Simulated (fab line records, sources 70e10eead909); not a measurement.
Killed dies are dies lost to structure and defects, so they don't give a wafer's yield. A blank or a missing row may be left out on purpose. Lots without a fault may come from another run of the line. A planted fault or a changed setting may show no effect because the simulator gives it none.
fab line records | flow nand_harc
record lots=11 wafers=33 last_day=33
route steps=1302 shown A_SLIT@938 A_SIN_REMOVE@951 A_WL_FILL@953 END@1302
lots that met no fault: from a run of the same line without faults
start_h: hours from the record's first day to the start of the lot's first wafer shown | wait_h: hours since the lot's step before | " the same as in the row above | L1.1+2: a row that stands for several wafers | - no value, or no start given | * or withheld: withheld | < > ~ a bound
route shown NAME@n: a module of which the file shows steps, and the number in the route of the first | usual: mean/standard deviation of fault-free wafers | same: alike in all rows | chamber/n: place in a boat | sites: the reading at each site | _std_site: their standard deviation | _edge_site: outer sites' mean less inner sites' | radius_mm: how far each site lies from the wafer's centre | mask NAME#n: copy n | behind: the tool/chamber that last shaped the wafer | hold: why the lot was held/for how many hours/how that ended | device: the transistor (n, p or np) that didn't switch | end of line: the same wafers' tests at the end of the route | a step without rows: its recipe alone | killed: dies lost to structure and defects at the first sort, not the wafer's yield | map: a wafer's dies, x killed, . not, _ none there
set.NAME: the setting as run; set.NAME@STEP: as run at that earlier step | model.NAME: the simulator's own value behind a step, which no gauge read
steps of the route over a sample of lots; a table a step, a row a wafer
services: from which hour (start_h, from the record's first day; less than 0 if before it) a tool's chamber was out of use, for how many hours, and why
## steps
# step NHARC_A_SLIT_ETCH_15
# recipe target_depth_a=62000 over_etch_frac=0.3 time_s=1612 ion_energy_ev=150 o2_flow_sccm=400 cos_flow_sccm=20 ar_flow_sccm=0 rf_w=500 bias_w=300 chemistry=O2/COS
# usual drypump_motor_current_A=5.5/0.32 mfc_ar_sccm=0.012/0.014 o2_flow_sccm=399.9/1.1 oes_product_au=1.002/0.0073 rf_vpp_V=314.3/1.9 showerhead_plenum_p_Torr=3.13/0.12 throttle_valve_pct=28.330/0.0081
# columns lot.wafer tool chamber start_h wait_h drypump_motor_current_A mfc_ar_sccm o2_flow_sccm oes_product_au rf_hours_counter_h rf_vpp_V showerhead_plenum_p_Torr throttle_valve_pct
L230.2 rie_diel-07 2 481.43 - 5.1 0 399.9 0.997 0 312.9 2.92 28.334
L230.3 " 1 " " 5.7 0 400.1 1.022 0 316.0 3.23 28.331
L230.6 " 2 " " 5.1 0 399.9 1.012 - 312.1 2.92 28.315
L231.2 rie_diel-09 0 481.77 - 5.6 0.011 401.0 0.996 8 316.7 3.26 28.318
L231.4 " 2 " " 5.3 0.007 398.6 1.000 6 314.5 3.11 28.332
L231.5 " 0 " " 5.5 0.011 399.3 1.002 - 316.1 3.26 28.338
L232.1 rie_diel-06 0 493.71 - 5.3 0.037 401.0 0.994 0 313.9 3.19 28.328
L232.3 " 1 " " 5.0 0 400.4 0.989 0 311.3 2.97 28.334
L232.6 " 3 " " 5.6 0 400.9 0.997 - 315.8 3.26 28.331
L237.3 rie_diel-06 2 548.47 - 5.6 0.010 399.3 0.998 4 313.6 3.07 28.341
L237.5 " 3 " " 5.6 0 398.7 1.014 - 318.0 3.26 28.337
L237.6 " 0 " " 5.3 0.037 399.7 1.006 - 313.7 3.19 28.336
L240.3 rie_diel-07 2 571.79 - 5.1 0 399.1 0.995 5 311.5 2.92 28.329
L240.6 " 1 " " 5.7 0 399.1 0.995 - 315.3 3.23 28.339
L240.5 " 2 " " 5.1 0 398.1 0.998 - 310.5 2.92 28.335
L241.1 rie_diel-06 2 591.62 - 5.6 0.010 400.4 1.008 6 314.2 3.07 28.338
L241.6 " 0 " " 5.3 0.037 399.1 1.004 - 314.4 3.19 28.337
L241.5 " 1 " " 5.0 0 400.3 0.994 - 311.5 2.96 28.341
L243.1 rie_diel-06 2 604.16 - 5.6 0.010 397.9 0.990 7 313.9 3.07 28.325
L243.6 " 3 " " 5.6 0 400.2 0.998 - 316.0 3.26 28.331
L243.5 " 0 " " 5.3 0.037 399.2 1.003 - 315.4 3.19 28.338
L246.3 rie_diel-07 1 628.83 - 5.7 0 399.7 1.012 10 314.8 3.23 28.313
L246.1 " 2 " " 5.2 0 400.5 1.003 7 310.8 2.92 28.324
L246.5 " 0 " " 5.9 0.024 398.1 1.000 - 316.1 3.22 28.327
L247.4 rie_diel-07 2 644.43 - 5.1 0 400.6 1.003 8 311.6 2.92 28.349
L247.2 " 3 " " 5.8 0.014 401.1 1.007 9 314.9 3.14 28.310
L247.1 " 0 " " 5.9 0.024 399.7 1.002 10 316.6 3.22 28.332
L251.1 rie_diel-06 0 676.11 - 5.3 0.037 400.4 0.996 0 313.5 3.19 28.323
L251.4 " 1 " " 5.0 0 401.0 1.008 0 311.4 2.96 28.329
L251.3 " 2 " " 5.6 0.010 400.4 1.013 0 314.0 3.07 28.341
L250.4 rie_diel-06 3 676.97 - 5.5 0 398.7 0.995 1 315.3 3.26 28.339
L250.2 " 1 " " 5.0 0 400.0 0.997 1 310.7 2.96 28.329
L250.6 " 3 " " 5.6 0 399.7 1.011 - 315.9 3.26 28.335
# step NHARC_A_SLIT_STRIP_18
# recipe o2_flow_sccm=500 ar_flow_sccm=0 bias_w=0 chemistry=O2
# usual drypump_motor_current_A=5.4/0.32 mfc_ar_sccm=0.011/0.013 o2_flow_sccm=500.2/1.5 oes_product_au=1.002/0.0067 rf_vpp_V=57.9/0.83 showerhead_plenum_p_Torr=3.53/0.13 throttle_valve_pct=17.036/0.0097
# columns lot.wafer tool chamber start_h wait_h drypump_motor_current_A mfc_ar_sccm o2_flow_sccm oes_product_au rf_hours_counter_h rf_vpp_V showerhead_plenum_p_Torr throttle_valve_pct
L230.2 rie_diel-09 2 - - 5.3 0.007 500.1 1.004 6.7 58.0 3.51 17.025
L230.3 " 0 " " 5.5 0.011 499.6 0.992 9.1 58.6 3.68 17.047
L230.6 " 2 " " 5.3 0.007 501.0 1.007 - 57.6 3.51 17.032
L231.4 rie_diel-09 0 - - 5.6 0.011 499.1 0.991 9.1 58.0 3.68 17.045
L231.2 " 3 " " 5.8 0.037 498.1 1.008 7.9 56.7 3.34 17.049
L231.5 " 1 " " 4.8 0 498.7 1.014 - 58.0 3.61 17.036
L232.1 rie_diel-06 3 - - 5.5 0 496.5 1.006 1.1 59.2 3.69 17.042
L232.3 " 2 " " 5.6 0.010 500.4 0.995 0.7 59.4 3.47 17.033
L232.6 " 0 " " 5.3 0.037 499.0 1.005 - 59.1 3.61 17.042
L237.3 rie_diel-06 3 - - 5.6 0 500.3 1.003 6.8 58.2 3.68 17.035
L237.5 " 2 " " 5.6 0.010 499.8 0.995 - 58.0 3.47 17.033
L237.6 " 3 " " 5.6 0 502.0 1.011 - 58.9 3.68 17.040
L240.3 rie_diel-06 0 - - 5.3 0.037 499.8 1.005 7.2 57.4 3.60 17.045
L240.5 " 0 " " 5.3 0.037 499.6 0.998 - 59.2 3.60 17.039
L240.6 " 1 " " 5.0 0 500.6 1.002 - 56.7 3.35 17.036
L241.1 rie_diel-09 2 - - 5.3 0.007 501.1 1.001 2.6 58.1 3.51 17.040
L241.6 " 1 " " 4.8 0 501.6 0.994 - 58.0 3.61 17.036
L241.5 " 2 " " 5.3 0.007 499.5 1.013 - 58.3 3.51 17.039
L243.1 rie_diel-06 2 - - 5.6 0.010 501.1 1.010 7.6 57.0 3.47 17.022
L243.5 " 3 " " 5.6 0 502.2 1.005 - 58.1 3.68 17.039
L243.6 " 0 " " 5.3 0.037 500.0 1.003 - 56.9 3.60 17.053
L246.1 rie_diel-09 3 - - 5.8 0.037 500.0 1.002 5.5 58.5 3.33 17.040
L246.3 " 1 " " 4.8 0 503.2 0.999 5.2 59.8 3.61 17.038
L246.5 " 2 " " 5.3 0.007 500.3 0.996 - 56.1 3.51 17.034
L247.1 rie_diel-06 2 - - 5.6 0.010 499.4 1.004 9.0 58.0 3.47 17.033
L247.4 " 3 " " 5.6 0 499.6 1.016 10.8 58.6 3.68 17.040
L247.2 " 1 " " 5.0 0 500.3 0.994 9.8 56.0 3.35 17.040
L251.3 rie_diel-06 3 - - 5.6 0 500.9 1.002 2.0 57.4 3.68 17.046
L251.1 " 2 " " 5.6 0.010 500.6 1.016 1.5 56.7 3.47 17.043
L251.4 " 1 " " 5.0 0 500.6 1.001 - 58.2 3.35 17.044
L250.2 rie_diel-07 3 - - 5.8 0.014 503.8 1.007 1.4 57.0 3.55 17.011
L250.6 " 1 " " 5.8 0 503.9 1.009 - 59.2 3.65 17.042
L250.4 " 3 " " 5.8 0.014 503.9 0.991 - 57.6 3.55 17.037
# step NHARC_A_SIN_REMOVE_INSPECT_04
# usual raw_defect_count=368/89
# columns lot.wafer tool chamber start_h wait_h raw_defect_count
L231.2 defect_inspect-01 - 494.34 0.0 379
L231.4 " - " " 380
L231.5 " - " " 327
L230.2 defect_inspect-02 - 494.37 0.0 393
L230.3 " - " " 501
L230.6 " - " " 368
L232.1 defect_inspect-01 - 506.51 0.0 292
L232.3 " - " " 300
L232.6 " - " " 292
L237.3 defect_inspect-02 - 560.96 0.0 426
L237.5 " - " " 384
L237.6 " - " " 315
L240.3 defect_inspect-01 - 584.43 0.0 662
L240.5 " - " " 632
L240.6 " - " " 408
L241.1 defect_inspect-02 - 604.20 0.0 729
L241.5 " - " " 803
L241.6 " - " " 688
L243.1 defect_inspect-01 - 616.17 0.0 658
L243.5 " - " " 775
L243.6 " - " " 765
L246.1 defect_inspect-02 - 641.47 0.0 523
L246.3 " - " " 381
L246.5 " - " " 405
L247.1 defect_inspect-01 - 660.88 0.0 476
L247.2 " - " " 471
L247.4 " - " " 353
L251.1 defect_inspect-01 - 688.84 0.0 468
L251.3 " - " " 303
L251.4 " - " " 431
L250.2 defect_inspect-02 - 688.88 0.0 314
L250.4 " - " " 333
L250.6 " - " " 353
# step NHARC_A_WL_FILL_RTA_01
# recipe temp_c=1000 time_s=5
# usual lamp_power_pct=26.2/2.3 lamp_zone_3_pct=26.2/2.3 lamp_zone_5_pct=26.2/2.3 wafer_temp_C_max=1003.7/1
# columns lot.wafer tool chamber start_h wait_h lamp_power_pct lamp_zone_3_pct lamp_zone_5_pct wafer_temp_C_max
L231.2 rtp_anneal-01 0 494.70 - 28.8 28.8 28.8 1002.4
L231.4 " 0 " " 28.8 28.8 28.7 1003.1
L231.5 " 0 " " 28.7 28.8 28.8 1004.2
L230.2 rtp_anneal-02 0 494.73 - 24.1 24.1 24.1 1003.1
L230.3 " 0 " " 24.1 24.1 24.1 1005.9
L230.6 " 0 " " 24.0 24.0 24.1 1004.2
L232.1 rtp_anneal-01 0 506.83 - 28.7 28.8 28.8 1001.9
L232.3 " 0 " " 28.7 28.8 28.8 1003.6
L232.6 " 0 " " 28.8 28.7 28.7 1004.9
L237.3 rtp_anneal-02 0 561.34 - 24.1 24.1 24.1 1004.0
L237.5 " 0 " " 24.1 24.1 24.1 1003.3
L237.6 " 0 " " 24.1 24.1 24.1 1005.0
L240.3 rtp_anneal-02 0 584.80 - 24.1 24.0 24.1 1006.3
L240.5 " 0 " " 24.1 24.1 24.1 1003.9
L240.6 " 0 " " 24.0 24.1 24.1 1003.4
L241.1 rtp_anneal-02 0 604.53 - 24.1 24.1 24.1 1005.2
L241.5 " 0 " " 24.1 24.1 24.1 1004.2
L241.6 " 0 " " 24.1 24.1 24.1 1005.1
L243.1 rtp_anneal-01 0 616.49 - 28.7 28.7 28.8 1003.2
L243.5 " 0 " " 28.7 28.7 28.8 1002.8
L243.6 " 0 " " 28.7 28.8 28.8 1003.9
L246.1 rtp_anneal-01 0 641.79 - 28.8 28.8 28.8 1004.8
L246.3 " 0 " " 28.8 28.8 28.8 1002.8
L246.5 " 0 " " 28.8 28.7 28.8 1002.8
L247.1 rtp_anneal-01 0 661.20 - 28.7 28.8 28.7 1002.5
L247.2 " 0 " " 28.8 28.8 28.7 1001.7
L247.4 " 0 " " 28.8 28.7 28.8 1003.0
L250.2 rtp_anneal-02 0 689.23 - 24.1 24.0 24.0 1004.7
L250.4 " 0 " " 24.1 24.0 24.0 1004.9
L250.6 " 0 " " 24.1 24.0 24.0 1004.8
L251.1 rtp_anneal-02 0 689.37 0.4 24.1 24.1 24.1 1003.7
L251.3 " 0 " " 24.1 24.1 24.1 1003.7
L251.4 " 0 " " 24.1 24.1 24.1 1003.4
# step NHARC_A_WL_FILL_ETCHBACK_04
# recipe target_depth_a=600 time_s=120 chemistry=NF3
# usual drypump_motor_current_A=5.3/0.34 oes_product_au=1.001/0.0061
# columns lot.wafer tool chamber start_h wait_h drypump_motor_current_A oes_product_au rf_hours_counter_h
L230.2 rie_metal-01 0 495.72 0.3 5.2 1.009 1.1
L230.3 " 0 " " 5.2 1.003 -
L230.6 " 1 " " 5.6 0.997 -
L231.2 rie_metal-03 0 495.78 0.3 5.6 1.005 2.6
L231.4 " 0 " " 5.6 0.998 -
L231.5 " 1 " " 5.2 1.004 -
L232.1 rie_metal-02 1 507.89 0.3 5.1 0.997 1.0
L232.3 " 0 " " 4.6 0.997 -
L232.6 " 1 " " 5.1 0.993 -
L237.3 rie_metal-03 1 562.41 0.3 5.2 1.003 -
L237.5 " 0 " " 5.6 1.009 -
L237.6 " 1 " " 5.2 1.004 -
L240.3 rie_metal-01 0 585.84 0.2 5.2 1.008 -
L240.6 " 0 " " 5.2 1.004 -
L240.5 " 1 " " 5.7 1.006 -
L241.1 rie_metal-02 1 605.57 0.3 5.1 0.995 2.7
L241.6 " 1 " " 5.1 0.991 -
L241.5 " 0 " " 4.6 1.001 -
L243.1 rie_metal-01 1 617.55 0.3 5.7 0.998 0.5
L243.5 " 0 " " 5.2 1.007 -
L243.6 " 1 " " 5.6 1.008 -
L246.1 rie_metal-02 1 642.86 0.4 5.1 0.996 0.0
L246.3 " 0 " " 4.6 1.009 -
L246.5 " 1 " " 5.1 0.992 -
L247.2 rie_metal-02 1 662.22 0.3 5.1 1.000 0.5
L247.1 " 0 " " 4.6 1.004 0.5
L247.4 " 0 " " 4.6 1.012 -
L250.2 rie_metal-01 1 690.26 0.3 5.7 1.000 1.6
L250.4 " 1 " " 5.7 1.000 -
L250.6 " 0 " " 5.2 0.996 -
L251.1 rie_metal-03 1 690.40 0.3 5.2 1.004 2.4
L251.4 " 1 " " 5.2 0.999 -
L251.3 " 0 " " 5.6 1.016 -
# step NHARC_END_SORT_01
# recipe temp_c=25
# usual killed_at_array=55/17 killed_at_other=1.1/1.4 killed_at_periphery=3.9/3 killed_dies=59/17 killed_open=3.5/2 killed_short=2.6/1.6
# same gross_dies=677
# columns lot.wafer tool chamber start_h wait_h killed_at_array killed_at_other killed_at_periphery killed_dies killed_open killed_short
L241.1 prober-01 0 704.85 2.5 144 0 2 146 9 3
L241.5 prober-01 0 708.01 3.7 94 0 2 96 3 3
L241.6 prober-01 0 708.80 4.0 131 1 2 134 3 1
L243.1 prober-02 0 709.97 2.4 139 0 0 139 1 1
L243.5 prober-02 0 713.20 3.7 130 0 0 130 1 3
L243.6 prober-02 0 714.01 4.0 131 0 2 133 1 2
# killed by level:class
L241.1 A_SLIT:unspecified=74 A_SLIT:chamber_film_flake=32 A_CHANNEL_HOLE_D2:chamber_film_flake=14 A_CHANNEL_HOLE_D1:chamber_film_flake=11 A_CHANNEL_FILL_D1:geometric_particle:open=2 A_ONON_D2:geometric_particle:open=2 P_CONTACT:geometric_particle:open=1 P_M1:geometric_particle:open=1
L241.5 A_SLIT:unspecified=38 A_SLIT:chamber_film_flake=28 A_CHANNEL_HOLE_D2:chamber_film_flake=12 A_CHANNEL_HOLE_D1:chamber_film_flake=5 A_CONTACT:chamber_film_flake=3 A_STAIRCASE:chamber_film_flake=2 P_M0:geometric_particle:short=1 A_DECK1_JOINT:geometric_particle:open=1
L241.6 A_SLIT:unspecified=76 A_SLIT:chamber_film_flake=26 A_CHANNEL_HOLE_D2:chamber_film_flake=16 A_CHANNEL_HOLE_D1:chamber_film_flake=8 A_CONTACT:chamber_film_flake=2 P_M2:geometric_particle:open=1 A_SOURCE_PLATE:geometric_particle:open=1 A_DECK1_JOINT:geometric_particle:short=1
L243.1 A_SLIT:unspecified=85 A_CHANNEL_HOLE_D1:chamber_film_flake=24 A_CHANNEL_HOLE_D2:chamber_film_flake=21 A_SLIT:chamber_film_flake=2 A_CONTACT:chamber_film_flake=2 A_DECK1_JOINT:geometric_particle:short=1 A_CHANNEL_FILL_D2:geometric_particle:open=1 A_DECK1_JOINT:chamber_film_flake=1
L243.5 A_SLIT:unspecified=73 A_CHANNEL_HOLE_D2:chamber_film_flake=24 A_CHANNEL_HOLE_D1:chamber_film_flake=23 A_SLIT:chamber_film_flake=2 A_ONON_D1:geometric_particle:short=1 A_CHANNEL_HOLE_D1:geometric_particle:short=1 A_CHANNEL_FILL_D2:geometric_particle:short=1 A_BLC:geometric_particle:open=1
L243.6 A_SLIT:unspecified=78 A_CHANNEL_HOLE_D2:chamber_film_flake=26 A_CHANNEL_HOLE_D1:chamber_film_flake=14 A_CONTACT:chamber_film_flake=5 A_DECK1_JOINT:chamber_film_flake=3 P_CONTACT:geometric_particle:short=1 A_CONTACT:geometric_particle:open=1 A_M0:geometric_particle:short=1
## services
# columns tool chamber start_h hours kind
rie_diel-06 0 463.20 - clean
rie_diel-06 1 463.20 - clean
rie_diel-06 2 463.20 - clean
rie_diel-06 3 463.20 - clean
rie_diel-07 - 471.20 9.0 pm
rie_diel-07 2 483.11 7.7 repair
rie_diel-06 - 484.20 9.0 pm
rie_diel-06 0 484.20 9.0 vent_cycle
rie_diel-06 1 484.20 9.0 vent_cycle
rie_diel-06 2 484.20 9.0 vent_cycle
rie_diel-06 3 484.20 9.0 vent_cycle
rie_diel-09 - 497.10 9.0 pm
rie_metal-03 - 519.00 9.0 pm
rie_metal-02 - 540.19 0.1 repair
rie_metal-01 - 575.00 9.0 pm
rie_diel-07 - 580.20 0.3 repair
rie_metal-02 - 608.44 0.5 repair
rie_metal-01 1 618.89 2.2 repair
rie_metal-02 - 631.00 9.0 pm
rie_diel-07 - 648.20 9.0 pm
rie_diel-06 - 661.20 9.0 pm
rie_diel-09 - 674.10 9.0 pm
rie_diel-06 0 680.35 5.9 repair
rie_diel-07 0 680.51 26.3 repair
## key
first_sign step=NHARC_A_SIN_REMOVE_INSPECT_04 reading=raw_defect_count direction=up sigmas=4.1 usual=368 struck=736
effect step=NHARC_END_SORT_01 reading=killed_at_array direction=up sigmas=4.4 usual=55 struck=128
more_kills_born_at NHARC_A_SLIT_ETCH_15@rie_diel-06=424
met_at NHARC_A_SLIT_ETCH_15
struck_lots L241,L243
tester_left_out L241,L243
not_acting_at NHARC_A_SLIT_STRIP_18,NHARC_A_WL_FILL_RTA_01,NHARC_A_WL_FILL_ETCHBACK_04
onset_between 548.47 591.62
fault kind=chamber_particle_source tool=rie_diel-06 chamber=- onset_h=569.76 steps=NHARC_A_SLIT_ETCH_15 rate_per_visit_cm2=0.57819 end_h=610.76
# tester_left_out: of these lots the tester's yield and bins aren't shown, on N5 and GAA mostly nor the transistor test; their killed dies are dies lost to structure and defects alone, not to doping, threshold or leakage, so they don't give the yield
